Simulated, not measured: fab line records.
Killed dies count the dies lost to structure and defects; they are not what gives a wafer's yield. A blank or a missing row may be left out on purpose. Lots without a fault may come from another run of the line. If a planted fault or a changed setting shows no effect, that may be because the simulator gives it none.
Matching of chambers | flow n5_finfet | N5_SD_EPI_N_ETCH_34 on rie_diel-04: 4 sister chambers
The step etches SiARC in CF4, target depth 45.5 nm, time 75.8 s. 8 wafers are shown with their chamber, then 9 later ones without.

== WAFERS WITH THEIR CHAMBER ==
wafer  | chamber | showerhead_plenum_p_Torr (Torr) | drypump_motor_current_A (A)
L079.6 | 2       | 2.21                            | 5.45
L081.3 | 1       | 2.09                            | 5.92
L081.5 | 0       | 2.11                            | 5.86
L084.4 | 0       | 2.11                            | 5.81
L084.5 | 3       | 2.21                            | 5.24
L088.2 | 1       | 2.09                            | 5.91
L088.5 | 3       | 2.21                            | 5.23
L088.6 | 2       | 2.20                            | 5.40

== WAFERS WITH NO CHAMBER GIVEN ==
wafer  | showerhead_plenum_p_Torr (Torr) | drypump_motor_current_A (A)
L089.1 | 2.20                            | 5.42
L089.2 | 2.09                            | 5.90
L089.4 | 2.21                            | 5.23
L091.3 | 2.10                            | 5.86
L091.4 | 2.20                            | 5.40
L091.5 | 2.21                            | 5.22
L095.1 | 2.21                            | 5.23
L095.2 | 2.10                            | 5.86
L095.6 | 2.20                            | 5.41

== WHICH CHAMBER EACH WENT THROUGH ==
wafer  | from the rows above     | in truth
L089.1 | 2                       | 2
L089.2 | 1                       | 1
L089.4 | 3                       | 3
L091.3 | can't be placed: 0 or 1 | 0
L091.4 | 2                       | 2
L091.5 | 3                       | 3
L095.1 | 3                       | 3
L095.2 | can't be placed: 0 or 1 | 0
L095.6 | 2                       | 2
7 of 9 placed correctly. From these rows, 2 cannot be placed; in 2 the true chamber is one of the candidates. Wrongly placed: 0.
How it was worked out, from the rows above alone: a wafer's distance from a chamber is the root of the sum, over the readings, of the square of ((its reading less the chamber's mean) divided by the reading's scatter). If the next closest chamber is less than 2 further off than the closest, the wafer can't be placed; otherwise it belongs to the closest. The mean given for a chamber averages the wafers shown for that chamber. The scatter: take each reading less its chamber's mean, square it, sum over the shown wafers, divide by the number of wafers less the number of chambers, and take the root.
